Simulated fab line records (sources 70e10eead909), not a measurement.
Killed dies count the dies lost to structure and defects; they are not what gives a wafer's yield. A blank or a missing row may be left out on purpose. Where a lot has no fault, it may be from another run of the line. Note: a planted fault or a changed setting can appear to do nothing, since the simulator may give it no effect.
Problem report, 8D (eight disciplines) form, completed by code | flow nandHarc | the parts of the form that need people (team, actions taken, sign-off) are left out

## 1. WHAT WENT WRONG
At NHARC_A_ONON_D1_THK_MEAS_18, thkNm averages 1049 nm over 3 wafers from 2 lots, while fault-free wafers read 997 nm, standard deviation 9.4. That puts it +5.5 standard deviations away from the usual mean.
The step: measures by ellipsometry.
First observed at day 15 13:20: wafer L698.2, on filmMetro-02. Wafers with a number at this step in the record: 42, from 14 lots. The rule behind "out" and "out of limits": a value lying over 4 standard deviations away from the usual mean. Any other wafer with a number is counted as sound.

## 2. WHAT IT IS, WHAT IT ISN'T
question                    | is                         | is not
which readings at this step | thkNm                      | -
which lots                  | L698, L701                 | L681, L682, L683, L684, L685, L686, L688, L689, L690, L691, L692, L699
which wafers of those lots  | L698.2, L701.1, L701.4     | L698.3, L698.5, L701.5
read on which gauges        | filmMetro-01, filmMetro-02 | -
when                        | from day 15 13:20          | up to then (38 sound wafers); but 1 sound wafer of L701 came after

## 3. THE SUSPECTS, EACH WITH WHAT RULES IT OUT
Counting: any tool at a process step up to the reading remains a suspect provided it ran every lot that is out. Sound lots after the first of them don't rule it out here, since some wafers of a struck lot are sound.
- the gauge at NHARC_A_ONON_D1_THK_MEAS_18 is ruled out. 2 gauges (filmMetro-01, filmMetro-02) read the wafers that are out.
- pecvdOnon-03 at NHARC_A_ONON_D1_DEP_16 (target thk 1000 nm): kept. It ran every lot that is out, first L698 (day 15 12:53); its last sound lot up to then is L691 (day 12 13:35).
After counting, what remains is pecvdOnon-03 at NHARC_A_ONON_D1_DEP_16.

## 4. THE CAUSE (what the simulator had put in)
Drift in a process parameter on pecvdOnon-03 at NHARC_A_ONON_D1_DEP_16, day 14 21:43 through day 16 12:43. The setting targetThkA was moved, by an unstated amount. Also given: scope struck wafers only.
After counting, this tool was the only one left.

## 5. THE CHAIN OF EFFECTS, in route order
Each row: a reading where the mean over the struck wafers with a number is more than 3 standard deviations away from the usual. Scope: only readings with a usual standard deviation given in the record; hours: median across lots of the time from each lot's start at the first step in this table that gives one to its start at this step; sigmas: change in usual standard deviations.
hours | step                        | reading | usual  | on struck wafers | change | sigmas
0     | NHARC_A_ONON_D1_THK_MEAS_18 | thkNm   | 997 nm | 1049             | +52    | +5.5

## 6. HOW IT WOULD HAVE BEEN CAUGHT EARLIER
Counted from the fault's start at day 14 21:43, it took 16 hours until the first out-of-limits reading at a measuring or inspecting step in this record, taken at day 15 13:20.
Of the tool readings at NHARC_A_ONON_D1_DEP_16 for which the record gives a usual standard deviation, none was out on any struck wafer, so an alarm limit of 4 standard deviations on them would not have fired.
Of the lots that are out (2), L701 began NHARC_A_ONON_D1_DEP_16 on pecvdOnon-03 after day 15 13:20. A tool hold placed at that time would have kept it from harm.
